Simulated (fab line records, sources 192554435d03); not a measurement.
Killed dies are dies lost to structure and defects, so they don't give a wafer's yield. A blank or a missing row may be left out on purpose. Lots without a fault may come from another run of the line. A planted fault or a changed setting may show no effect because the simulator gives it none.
fab line records | flow n5_finfet
record lots=14 wafers=38 last_day=17
route steps=1938 shown BEOL_M7@1316 BEOL_M8@1332
lots that met no fault: from a run of the same line without faults
start_h: hours from the record's first day to the start of the lot's first wafer shown | wait_h: hours since the lot's step before | " the same as in the row above | L1.1+2: a row that stands for several wafers | - no value, or no start given | * or withheld: withheld | < > ~ a bound
route shown NAME@n: a module of which the file shows steps, and the number in the route of the first | usual: mean/standard deviation of fault-free wafers | same: alike in all rows | chamber/n: place in a boat | sites: the reading at each site | _std_site: their standard deviation | _edge_site: outer sites' mean less inner sites' | radius_mm: how far each site lies from the wafer's centre | mask NAME#n: copy n | behind: the tool/chamber that last shaped the wafer | hold: why the lot was held/for how many hours/how that ended | device: the transistor (n, p or np) that didn't switch | end of line: the same wafers' tests at the end of the route | a step without rows: its recipe alone | killed: dies lost to structure and defects at the first sort, not the wafer's yield | map: a wafer's dies, x killed, . not, _ none there
set.NAME: the setting as run; set.NAME@STEP: as run at that earlier step | model.NAME: the simulator's own value behind a step, which no gauge read
steps of the route over a sample of lots; a table a step, a row a wafer
services: from which hour (start_h, from the record's first day; less than 0 if before it) a tool's chamber was out of use, for how many hours, and why
## steps
# step N5_BEOL_M7_CD_MEAS_35
# recipe target_cd_nm=40 polarity=opening
# usual cd_nm=40.0/0.86
# columns lot.wafer tool chamber start_h wait_h cd_nm
L616.2 cd_sem-03 - 201.78 0.0 40.4
L616.5 " - " " 40.2
L616.6 " - " " 40.2
L618.2 cd_sem-02 - 207.82 0.0 39.0
L618.4 " - " " 39.4
L618.6 " - " " 41.2
L615.1 cd_sem-02 - 217.65 0.0 39.6
L615.3 " - " " 40.3
L615.5 " - " " 40.8
L624.1 cd_sem-03 - 247.98 0.0 38.7
L624.3 " - " " 38.2
L624.4 " - " " 39.6
L625.1 cd_sem-01 - 259.04 0.0 40.1
L625.2 " - " " 38.9
L625.4 " - " " 39.2
L626.2 cd_sem-02 - 267.29 0.0 41.2
L626.3 " - " " 41.5
L626.6 " - " " 41.3
L628.1 cd_sem-02 - 278.88 0.0 40.1
L628.6 " - " " 40.1
L629.4 cd_sem-03 - 285.47 0.0 39.1
L629.5 " - " " 39.1
L629.6 " - " " 38.7
L630.2 cd_sem-02 - 288.52 0.0 40.0
L630.6 " - " " 39.9
L632.2 cd_sem-03 - 290.00 0.0 38.7
L632.5 " - " " 39.7
L632.6 " - " " 39.2
L631.3 cd_sem-03 - 301.64 0.0 38.9
L631.5 " - " " 39.5
L636.2 cd_sem-01 - 321.81 0.0 38.5
L636.4 " - " " 40.2
L636.5 " - " " 40.0
L638.4 cd_sem-02 - 328.19 0.0 38.8
L638.6 " - " " 40.2
L637.1 cd_sem-02 - 328.72 0.0 39.7
L637.4 " - " " 39.7
L637.6 " - " " 39.7
# step N5_BEOL_M8_ILD_DEP_00
# recipe material=SiCOH_lowk target_thk_a=1797.5 temp_c=300 precursor=DEMS/porogen pressure_torr=5 rf_w=500 time_s=33.4
# usual heater_power_w=324/74 showerhead_plenum_p_Torr=5.735/0.017 throttle_valve_pct=14.1/0.81
# columns lot.wafer tool chamber start_h wait_h heater_power_w showerhead_plenum_p_Torr throttle_valve_pct
L616.2 pecvd-04 0 204.08 0.0 436 5.738 13.7
L616.5 " 1 " " 273 5.703 14.5
L616.6 " 2 " " 309 5.718 15.0
L618.2 pecvd-03 2 210.80 0.0 377 5.744 13.4
L618.4 " 1 " " 292 5.740 14.0
L618.6 " 2 " " 383 5.746 13.4
L615.1 pecvd-04 0 221.12 0.0 478 5.724 13.9
L615.3 " 1 " " 255 5.709 14.2
L615.5 " 2 " " 319 5.733 15.3
L624.1 pecvd-04 0 251.01 0.0 468 5.740 13.7
L624.3 " 2 " " 334 5.735 15.2
L624.4 " 1 " " 272 5.716 14.7
L625.1 pecvd-04 1 262.09 0.0 222 5.730 14.6
L625.2 " 2 " " 326 5.730 15.2
L625.4 " 2 " " 338 5.733 15.2
L626.2 pecvd-03 2 270.11 0.0 313 5.722 12.3
L626.3 " 1 " " 296 5.763 14.5
L626.6 " 2 " " 323 5.746 12.3
L628.1 pecvd-04 2 281.00 0.0 335 5.727 15.4
L628.6 " 2 " " 345 5.733 15.2
L629.4 pecvd-01 0 287.73 0.1 278 5.726 13.7
L629.5 " 2 " " 267 5.763 13.5
L629.6 " 1 " " 300 5.748 13.4
L630.2 pecvd-04 1 290.89 0.0 265 5.705 14.3
L630.6 " 0 " " 400 5.716 14.1
L632.2 pecvd-04 2 294.07 0.0 293 5.749 15.6
L632.5 " 2 " " 303 5.728 15.5
L632.6 " 0 " " 493 5.729 13.6
L631.3 pecvd-01 1 304.85 0.0 289 5.748 13.7
L631.5 " 1 " " 288 5.731 13.6
L636.2 pecvd-01 0 324.57 0.0 305 5.735 13.7
L636.4 " 1 " " 287 5.737 13.3
L636.5 " 0 " " 317 5.722 13.8
L638.4 pecvd-03 0 330.53 0.1 246 5.757 14.4
L638.6 " 2 " " 355 5.734 12.4
L637.1 pecvd-03 1 331.86 0.0 274 5.740 14.3
L637.4 " 1 " " 281 5.750 14.0
L637.6 " 0 " " 284 5.751 14.2
# step N5_BEOL_M8_THK_MEAS_01
# recipe reads=SiCOH_lowk_of_BEOL_M8_ILD_DEP_00
# usual M8_ILD_THK=154.6/2.2
# columns lot.wafer tool chamber start_h wait_h M8_ILD_THK[nm]
L616.2 film_metro-01 - 205.14 0.7 152.4
L616.5 " - " " 158.9
L616.6 " - " " 153.1
L618.2 film_metro-02 - 211.37 0.4 153.6
L618.4 " - " " 153.1
L618.6 " - " " 155.7
L615.1 film_metro-01 - 221.70 0.4 153.6
L615.3 " - " " 155.9
L615.5 " - " " 151.0
L624.1 film_metro-01 - 251.59 0.4 154.8
L624.3 " - " " 153.7
L624.4 " - " " 155.4
L625.1 film_metro-02 - 262.67 0.4 151.9
L625.2 " - " " 150.2
L625.4 " - " " 154.2
L626.2 film_metro-02 - 270.69 0.4 152.7
L626.3 " - " " 154.9
L626.6 " - " " 152.3
L628.1 film_metro-01 - 281.57 0.4 153.5
L628.6 " - " " 153.6
L629.4 film_metro-02 - 288.28 0.2 151.4
L629.5 " - " " 152.6
L629.6 " - " " 154.5
L630.2 film_metro-01 - 291.48 0.4 154.7
L630.6 " - " " 155.8
L632.2 film_metro-02 - 294.67 0.4 150.2
L632.5 " - " " 153.8
L632.6 " - " " 156.3
L631.3 film_metro-02 - 305.43 0.3 156.9
L631.5 " - " " 157.8
L636.2 film_metro-01 - 325.15 0.4 153.6
L636.4 " - " " 157.7
L636.5 " - " " 154.0
L638.4 film_metro-02 - 331.19 0.2 154.1
L638.6 " - " " 155.7
L637.1 film_metro-02 - 332.43 0.4 152.0
L637.4 " - " " 155.2
L637.6 " - " " 156.7
# step N5_BEOL_M8_PEB_09
# recipe peb_temp_c=withheld peb_time_s=60 resist=CAR-ArF
# usual chill_plate_temp_C=22.98/0.11 exhaust_pa=45.0/0.95
# columns lot.wafer tool chamber start_h wait_h chill_plate_temp_C exhaust_pa
L616.2 litho_track-01 0 205.66 0.0 22.98 44.4
L616.5 " 0 " " 23.13 44.5
L616.6 " 0 " " 22.96 44.2
L618.2 litho_track-03 0 213.36 0.0 22.78 42.4
L618.4 " 0 " " 23.03 43.3
L618.6 " 0 " " 22.89 43.1
L615.1 litho_track-03 0 223.52 0.1 22.76 44.7
L615.3 " 0 " " 22.85 44.8
L615.5 " 0 " " 22.83 45.1
L624.1 litho_track-04 0 254.26 0.1 22.80 44.7
L624.3 " 0 " " 23.00 46.2
L624.4 " 0 " " 23.08 44.8
L625.1 litho_track-04 - 264.42 0.1 - -
L625.2 " - " " - -
L625.4 " - " " - -
L626.2 litho_track-01 - 273.33 0.0 - -
L626.3 " - " " - -
L626.6 " - " " - -
L628.1 litho_track-03 0 283.37 0.1 22.95 44.3
L628.6 " 0 " " 22.92 43.3
L629.4 litho_track-04 0 289.29 0.0 23.08 46.7
L629.5 " 0 " " 23.30 46.3
L629.6 " 0 " " 22.94 45.9
L630.2 litho_track-01 0 293.69 0.0 22.77 46.0
L630.6 " 0 " " 22.92 45.6
L632.2 litho_track-04 0 295.56 0.0 23.21 46.1
L632.5 " 0 " " 23.22 45.8
L632.6 " 0 " " 23.02 46.3
L631.3 litho_track-01 0 308.46 0.0 23.00 45.3
L631.5 " 0 " " 23.05 44.8
L636.2 litho_track-01 0 325.72 0.0 23.09 44.5
L636.4 " 0 " " 22.91 43.8
L636.5 " 0 " " 22.90 44.4
L638.4 litho_track-01 0 332.06 0.0 22.97 44.5
L638.6 " 0 " " 22.93 44.4
L637.1 litho_track-01 0 333.90 0.1 22.86 45.5
L637.4 " 0 " " 22.98 46.0
L637.6 " 0 " " 22.95 43.7
## services
# columns tool chamber start_h hours kind
pecvd-03 1 189.52 2.1 scheduled_down
pecvd-03 - 205.77 3.3 repair
pecvd-01 - 227.49 1.4 repair
pecvd-03 2 231.16 2.1 scheduled_down
pecvd-03 2 233.29 - clean
pecvd-03 2 233.29 - consumable_replace:showerhead
pecvd-03 2 233.29 29.0 scheduled_down
pecvd-03 2 233.29 29.0 vent_cycle
litho_track-03 - 246.46 - consumable_replace:filter
pecvd-04 0 247.73 2.1 scheduled_down
litho_track-01 - 253.55 - consumable_replace:filter
litho_track-04 - 260.47 - consumable_replace:filter
pecvd-04 1 292.16 6.6 repair
pecvd-03 - 300.66 0.8 pm
pecvd-04 - 320.93 1.3 repair
pecvd-03 2 323.58 5.5 scheduled_down
## key
first_sign step=N5_BEOL_M8_PEB_09 reading=tool_record direction=missing
effect none on later readings
met_at N5_BEOL_M8_PEB_09
struck_lots L625,L626
later_rows_left_out L625.1,L625.2,L625.4,L626.2,L626.3,L626.6
sort_left_out L625.1,L625.2,L625.4,L626.2,L626.3,L626.6
not_acting_at N5_BEOL_M7_CD_MEAS_35,N5_BEOL_M8_ILD_DEP_00,N5_BEOL_M8_THK_MEAS_01
onset_between 254.26 264.42
fault kind=skipped_step_whole tool=litho_track-01,litho_track-04 chamber=- onset_h=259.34 steps=N5_BEOL_M8_PEB_09 scope=struck_lots_only
# sort_left_out: the simulated sort isn't trusted on such a fault, so these wafers' sort isn't shown, and their yield isn't known
# later_rows_left_out: the simulator's readings of these wafers behind a module that went badly wrong aren't trusted and aren't shown, but for the sort
